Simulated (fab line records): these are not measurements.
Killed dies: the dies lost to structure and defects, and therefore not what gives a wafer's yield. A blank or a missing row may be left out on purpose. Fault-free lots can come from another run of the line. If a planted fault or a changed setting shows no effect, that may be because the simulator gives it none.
Comparing a struck lot with a sound one ; flow nandHarc ; 14 out of 1159 route steps
Sound: wafers L778.1, L778.3, L778.4. Struck: wafers L786.1, L786.3, L786.6. The cause is given at the end.
For every step that has rows: the tool of each side, followed by ch and its chambers, followed by its first start. Under that, the readings that differ: sound wafers ; struck wafers ; difference of the means ; sigmas: that difference in standard deviations of wafers without a fault.
alike: readings whose means differ by less than 2 such deviations, and words and numbers that are the same on both sides. not compared: withheld readings, readings that some wafer has no value for, bounds like >300 that may hide the same value, and numbers for which the record gives no deviation and whose values overlap.
A row with sigmas, a row that says differs or no value, or rows on one side alone: a step with any of these is where the two part. Numbers that have no deviation but don't overlap get no sigmas and don't part them. Lack of a reading on every wafer of one side parts them only where that side has two or more wafers.

first, 1 step without rows for these wafers: NHARC_P_ZERO_WELL_HARDBAKE_12 (time 65 s).
NHARC_P_ZERO_WELL_DESCUM_13: chemistry O2, time 3 s.
  sound on rieDiel-02 ch 0,2,3, day 2 13:17; struck on rieDiel-02 ch 0,2,3, day 4 13:26
  alike: drypumpMotorCurrentA, mfcArSccm, o2FlowSccm, oesProductAu, rfVppV, showerheadPlenumPTorr, throttleValvePct
  not compared: rfHoursCounterH
NHARC_P_ZERO_WELL_ETCH_65: etches the open film in N2/H2, target depth 80 nm, overetch 24 nm, time 87.88 s.
  sound on rieDiel-02 ch 1,2,3, day 2 13:22; struck on rieDiel-02 ch 1,2,3, day 4 13:31
  alike: drypumpMotorCurrentA, mfcArSccm, oesProductAu, rfFwdPowerW, rfVppV, showerheadPlenumPTorr, throttleValvePct
  not compared: rfHoursCounterH
NHARC_P_ZERO_WELL_ETCH_62: etches the open film in CHF3/Ar, target depth 13 nm, time 6.5 s.
  sound: rieDiel-02 ch 0,1,2; struck: rieDiel-02 ch 0,1
  alike: drypumpMotorCurrentA, mfcArSccm, oesProductAu, rfFwdPowerW, rfVppV, showerheadPlenumPTorr, throttleValvePct
  not compared: rfHoursCounterH
NHARC_P_ZERO_WELL_ETCH_63: etches the open film in HBr/Cl2, target depth 120 nm, time 40.1 s.
  sound on rieSi-01 ch 0,2,3, day 2 13:34; struck on rieSi-05 ch 1,3, day 4 13:41
  alike: drypumpMotorCurrentA, oesProductAu, rfFwdPowerW, throttleValvePct
  not compared: rfHoursCounterH
then, 7 steps without rows for these wafers: NHARC_P_ZERO_WELL_STRIP_15 (strips in SPM, time 900 s); NHARC_P_ZERO_WELL_DEHYDRATE_16 (time 120 s); NHARC_P_ZERO_WELL_HMDS_17 (time 30 s); NHARC_P_ZERO_WELL_COAT_18; NHARC_P_ZERO_WELL_SOFTBAKE_19 (time 95 s); NHARC_P_ZERO_WELL_EBR_20; NHARC_P_ZERO_WELL_EXPOSE_21 (exposes mask P NWELL, target cd 720 nm).
NHARC_P_ZERO_WELL_PEB_22: peb time 85 s.
  struck on lithoTrack-03, day 4 14:31; sound on lithoTrack-05 ch 0, day 2 14:23
  no value came back on the struck wafers for chillPlateTempC (C), exhaustPa (Pa), heaterPowerTotalW (W); on the sound wafers chillPlateTempC (C) reads 23.11 22.96 23.01
then, 1 step without rows for these wafers: NHARC_P_ZERO_WELL_DEVELOP_23 (time 70 s).

WHERE THEY PART
Within this record, at NHARC_P_ZERO_WELL_PEB_22 only.

WHY: whatever the simulator had introduced
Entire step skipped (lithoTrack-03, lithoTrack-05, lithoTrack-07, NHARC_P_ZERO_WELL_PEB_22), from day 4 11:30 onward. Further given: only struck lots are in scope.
